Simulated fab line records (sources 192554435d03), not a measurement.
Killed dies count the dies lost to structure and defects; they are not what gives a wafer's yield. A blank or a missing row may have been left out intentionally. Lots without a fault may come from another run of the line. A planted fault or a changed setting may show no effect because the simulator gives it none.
Which tool is to blame?    flow n5 finfet    33 wafers from 11 lots sampled at 3 of the route's 1938 steps

WHAT THE GAUGES READ, wafer by wafer
N5_BEOL_M13_RS_MEAS_54: measures by four-point-probe.
lot   measured      on             M13_RS (ohm/sq)
L788  day 11 04:27  film metro-02  0.0453 0.0440 0.0445
L789  day 11 08:15  film metro-02  0.0445 0.0441 0.0445
L790  day 11 23:41  film metro-01  0.0460 0.0448 0.0453
L794  day 12 12:20  film metro-01  0.0453 0.0451 0.0443
L792  day 12 13:04  film metro-01  0.0453 0.0446 0.0448
L793  day 12 14:09  film metro-01  0.0452 0.0441 0.0438
L795  day 13 01:43  film metro-01  0.0454 0.0444 0.0444
L796  day 13 07:50  film metro-02  0.0448 0.0453 0.0444
L803  day 14 13:57  film metro-01  0.0451 0.0451 0.0445
L807  day 16 10:53  film metro-01  0.0444 0.0456 0.0445
L811  day 17 21:02  film metro-01  0.0447 0.0434 0.0451

N5_BEOL_M14_THK_MEAS_01.
lot   measured      on             M14_ILD_THK (nm)
L788  day 11 04:42  film metro-01  1123 1130 1148
L789  day 11 08:30  film metro-02  1118 1128 1115
L790  day 11 23:57  film metro-02  1110 1094 1103
L794  day 12 12:35  film metro-01  1103 1095 1134
L792  day 12 13:20  film metro-02  1098 1127 1134
L793  day 12 14:25  film metro-01  1142 1082 1124
L795  day 13 01:58  film metro-02  1119 1101 1148
L796  day 13 08:05  film metro-02  1112 1114 1124
L803  day 14 14:12  film metro-02  1101 1101 1118
L807  day 16 11:13  film metro-02  1085 1098 1118
L811  day 17 21:17  film metro-01  1122 1141 1138

N5_BEOL_M14_INSPECT_12: inspects for defects (macro).
lot   measured      on                 raw defect count
L788  day 11 05:11  defect inspect-01  2 1 5
L789  day 11 08:52  defect inspect-02  1 1 1
L790  day 12 00:19  defect inspect-01  1 2 1
L794  day 12 12:56  defect inspect-01  3 2 1
L792  day 12 13:49  defect inspect-01  3 1 2
L793  day 12 14:46  defect inspect-02  2 3 1
L795  day 13 02:26  defect inspect-02  1 2 2
L796  day 13 08:35  defect inspect-02  0 1 1
L803  day 14 14:34  defect inspect-01  3 3 1
L807  day 16 11:35  defect inspect-01  0 4 1
L811  day 17 21:39  defect inspect-02  2 4 1

EACH LOT AND THE TOOL THAT RAN IT (in order: tool; ch and the chambers of the sampled wafers; start)
Before these readings, the record contains no process step.

WHAT THE TOOLS THEMSELVES READ (means of the sampled wafers that have a number; where no wafer has one, the mark that the record gives instead)
The record holds no such reading with a usual standard deviation.

THE ANSWER, worked out from the rows above alone
Rule: the lots themselves supply what counts as usual. Put in order of their means at a reading, lots are off if they are a third of the lots or fewer, leave a main group of 4 or more, and stand apart from it by a gap of 3 or more times the standard deviation of the main group's means; of several such gaps the widest counts. Not used: any main group whose means are identical at the precision the tables above print for the reading. Also off: a lot with no number at a reading for which 4 or more lots have one. Any other lot the step has rows for is counted as sound. First the gauges in route order, then the tools' own readings, where a lot's mean is used as printed above. The first step at which some lot is off is used, and at that step the reading that is off furthest; a lot without a number counts as furthest.
None of the lots is off at any reading shown; this tells nothing.

WHAT THE SIMULATOR HAD PUT IN
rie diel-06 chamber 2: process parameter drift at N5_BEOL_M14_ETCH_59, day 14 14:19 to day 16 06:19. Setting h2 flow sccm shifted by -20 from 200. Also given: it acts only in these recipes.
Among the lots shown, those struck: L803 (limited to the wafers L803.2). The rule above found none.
